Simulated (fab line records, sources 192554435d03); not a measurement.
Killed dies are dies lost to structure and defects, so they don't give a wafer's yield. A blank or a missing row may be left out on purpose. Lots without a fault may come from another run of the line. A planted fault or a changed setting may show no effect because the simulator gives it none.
Chamber matching | flow n5_finfet | N5_BEOL_M10_ETCH_66 on rie_diel-01: 4 sister chambers
The step etches SOC in N2/H2, target depth 120 nm, overetch 24 nm, time 180 s. 4 wafers are shown with their chamber, then 8 later ones without.

WAFERS WITH THEIR CHAMBER
wafer  | chamber | showerhead_plenum_p_Torr (Torr)
L078.4 | 0       | 2.51
L078.5 | 2       | 2.70
L086.4 | 3       | 2.47
L084.2 | 1       | 2.66

WAFERS WITHOUT THEIR CHAMBER
wafer  | showerhead_plenum_p_Torr (Torr)
L084.4 | 2.47
L084.5 | 2.66
L088.1 | 2.66
L088.2 | 2.51
L088.3 | 2.69
L088.4 | 2.46
L088.5 | 2.69
L088.6 | 2.46

WHICH CHAMBER EACH WENT THROUGH
wafer  | from the rows above | in truth
L084.4 | 3                   | 3
L084.5 | 1                   | 1
L088.1 | 1                   | 1
L088.2 | 0                   | 0
L088.3 | 2                   | 2
L088.4 | 3                   | 3
L088.5 | 2                   | 2
L088.6 | 3                   | 3
Placed correctly: 8 of 8. Can't be placed from these rows: 0. Placed wrongly: 0.
How it was worked out, from the rows above alone: a wafer's distance from a chamber is the root of the sum, over the readings, of the square of ((its reading less the chamber's mean) divided by the reading's scatter). The wafer belongs to the nearest chamber; if the next one is less than 2 further off, it can't be placed. A chamber's mean is the mean of its shown wafers. The scatter: with one shown wafer a chamber, the root of the mean of the squares of how far each hidden wafer lies from its nearest shown one.
